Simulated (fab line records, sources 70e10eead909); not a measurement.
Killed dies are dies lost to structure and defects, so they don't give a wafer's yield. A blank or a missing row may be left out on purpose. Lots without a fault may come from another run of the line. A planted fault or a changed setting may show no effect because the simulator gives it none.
Chamber matching | flow nand_harc | NHARC_A_STAIRCASE_DEP_325 on pecvd-03: 3 sister chambers
The step deposits SiO2, target thk 7200 nm. 3 wafers are shown with their chamber, then 10 later ones without.

WAFERS WITH THEIR CHAMBER
wafer  | chamber | heater_power_w (W)
L083.1 | 2       | 532
L085.2 | 0       | 704
L089.5 | 1       | 523

WAFERS WITHOUT THEIR CHAMBER
wafer  | heater_power_w (W)
L089.6 | 607
L091.4 | 514
L091.5 | 443
L091.6 | 589
L093.2 | 503
L093.5 | 430
L093.6 | 593
L097.2 | 585
L097.3 | 472
L097.4 | 606

WHICH CHAMBER EACH WENT THROUGH
wafer  | from the rows above          | in truth
L089.6 | can't be placed: 2 or 1 or 0 | 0
L091.4 | can't be placed: 1 or 2      | 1
L091.5 | can't be placed: 1 or 2      | 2
L091.6 | can't be placed: 2 or 1 or 0 | 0
L093.2 | can't be placed: 1 or 2      | 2
L093.5 | can't be placed: 1 or 2      | 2
L093.6 | can't be placed: 2 or 1 or 0 | 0
L097.2 | can't be placed: 2 or 1 or 0 | 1
L097.3 | can't be placed: 1 or 2      | 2
L097.4 | can't be placed: 2 or 1 or 0 | 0
Placed correctly: 0 of 10. Can't be placed from these rows: 10 (the true chamber is among the candidates in 10). Placed wrongly: 0.
How it was worked out, from the rows above alone: a wafer's distance from a chamber is the root of the sum, over the readings, of the square of ((its reading less the chamber's mean) divided by the reading's scatter). The wafer belongs to the nearest chamber; if the next one is less than 2 further off, it can't be placed. A chamber's mean is the mean of its shown wafers. The scatter: with one shown wafer a chamber, the root of the mean of the squares of how far each hidden wafer lies from its nearest shown one.
